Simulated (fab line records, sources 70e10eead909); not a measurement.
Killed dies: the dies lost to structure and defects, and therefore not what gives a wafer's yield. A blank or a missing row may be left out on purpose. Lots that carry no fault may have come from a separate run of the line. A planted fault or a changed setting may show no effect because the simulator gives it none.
Chamber matching | flow nand harc | pecvd-04 running NHARC_A_STAIRCASE_DEP_151: 3 sister chambers
The step deposits SiO2, target thk 7200 nm. 6 wafers are shown with their chamber, then 8 later ones without.

== WAFERS, EACH WITH ITS CHAMBER ==
wafer  | chamber | susceptor temp C (C) | mfc precursor sccm (sccm)
L079.4 | 2       | 400.25               | 200.8
L084.5 | 0       | 399.92               | 199.5
L086.2 | 2       | 399.97               | 200.4
L086.3 | 1       | 400.16               | 200.1
L086.4 | 0       | 399.73               | 199.4
L088.1 | 1       | 400.11               | 199.5

== WAFERS WITHOUT THEIR CHAMBER ==
wafer  | susceptor temp C (C) | mfc precursor sccm (sccm)
L088.3 | 400.26               | 200.1
L088.5 | 399.99               | 199.5
L092.2 | 399.96               | 198.7
L092.5 | 399.93               | 198.8
L092.6 | 399.88               | 199.1
L094.1 | 399.99               | 201.5
L094.3 | 399.91               | 200.1
L094.6 | 399.97               | 199.8

== WHICH CHAMBER EACH ONE RAN IN ==
wafer  | from the rows above          | in truth
L088.3 | can't be placed: 1 or 2      | 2
L088.5 | can't be placed: 0 or 1      | 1
L092.2 | can't be placed: 0 or 1      | 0
L092.5 | can't be placed: 0 or 1      | 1
L092.6 | can't be placed: 0 or 1      | 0
L094.1 | 2                            | 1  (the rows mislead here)
L094.3 | can't be placed: 1 or 2 or 0 | 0
L094.6 | can't be placed: 1 or 0 or 2 | 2
Placed correctly: 0 of 8. Not placeable from these rows: 7 (in 7, the candidates include the true chamber). Wrongly placed: 1.
How it was worked out, from the rows above alone: a wafer's distance from a chamber is the root of the sum, over the readings, of the square of ((its reading less the chamber's mean) divided by the reading's scatter). If the next closest chamber is less than 2 further off than the closest, the wafer can't be placed; otherwise it belongs to the closest. The mean given for a chamber averages the wafers shown for that chamber. How the scatter is found: for the shown wafers, subtract from each reading the mean of its chamber, square and add these, divide the total by (wafers less chambers), then take the root.
